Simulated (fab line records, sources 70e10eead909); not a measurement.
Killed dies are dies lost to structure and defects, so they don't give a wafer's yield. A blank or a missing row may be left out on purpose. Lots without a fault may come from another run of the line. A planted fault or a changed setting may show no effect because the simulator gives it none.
Chamber matching | flow nand_harc | NHARC_P_GATE_ETCH_32 on rie_si-06: 4 sister chambers
The step etches the open film in HBr/Cl2, target depth 150 nm, time 100.1 s. 16 wafers are shown with their chamber, then 8 later ones without.

WAFERS WITH THEIR CHAMBER
wafer  | chamber | drypump_motor_current_A (A) | oes_product_au (a.u.) | throttle_valve_pct (%)
L077.3 | 1       | 6.5                         | 1.005                 | 26.401
L077.5 | 3       | 4.9                         | 0.976                 | 26.405
L077.6 | 2       | 5.5                         | 1.002                 | 26.412
L078.3 | 0       | 5.6                         | 1.018                 | 26.390
L078.5 | 1       | 6.5                         | 1.000                 | 26.404
L078.6 | 2       | 5.4                         | 1.008                 | 26.416
L083.2 | 1       | 6.5                         | 0.998                 | 26.411
L083.3 | 3       | 5.0                         | 0.986                 | 26.416
L083.5 | 2       | 5.5                         | 0.999                 | 26.408
L085.1 | 1       | 6.5                         | 1.015                 | 26.410
L085.2 | 3       | 4.9                         | 0.993                 | 26.423
L085.3 | 2       | 5.5                         | 0.999                 | 26.397
L086.1 | 1       | 6.5                         | 1.006                 | 26.420
L086.2 | 0       | 5.5                         | 1.023                 | 26.411
L086.6 | 0       | 5.6                         | 1.020                 | 26.420
L090.2 | 2       | 5.5                         | 0.980                 | 26.404

SIGNATURES (means of the wafers above)
reading                 | chamber 0 | chamber 1 | chamber 2 | chamber 3 | scatter within a chamber
drypump_motor_current_A | 5.567     | 6.500     | 5.480     | 4.933     | 0.0422
oes_product_au          | 1.02033   | 1.00480   | 0.99760   | 0.98500   | 0.00803
throttle_valve_pct      | 26.40700  | 26.40920  | 26.40740  | 26.41467  | 0.00944
Rule: a wafer's distance from a chamber is the root of the sum, over the readings, of the square of ((its reading less the chamber's mean) divided by the reading's scatter). The wafer belongs to the nearest chamber; if the next one is less than 2 further off, it can't be placed. The scatter: the root of (the sum of the squares of (reading less its chamber's mean) over the shown wafers, divided by (wafers less chambers)).

WAFERS WITHOUT THEIR CHAMBER
wafer  | drypump_motor_current_A (A) | oes_product_au (a.u.) | throttle_valve_pct (%)
L090.3 | 5.0                         | 0.989                 | 26.400
L090.6 | 6.5                         | 1.005                 | 26.403
L092.3 | 6.5                         | 0.999                 | 26.406
L092.5 | 5.0                         | 0.986                 | 26.381
L092.6 | 5.5                         | 0.997                 | 26.405
L093.2 | 6.5                         | 0.988                 | 26.400
L093.4 | 4.9                         | 0.978                 | 26.411
L093.5 | 6.5                         | 0.994                 | 26.413

WHICH CHAMBER EACH WENT THROUGH
wafer  | from the rows above | in truth
L090.3 | 3                   | 3
L090.6 | 1                   | 1
L092.3 | 1                   | 1
L092.5 | 3                   | 3
L092.6 | 2                   | 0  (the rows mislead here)
L093.2 | 1                   | 1
L093.4 | 3                   | 3
L093.5 | 1                   | 1
Placed correctly: 7 of 8. Can't be placed from these rows: 0. Placed wrongly: 1.
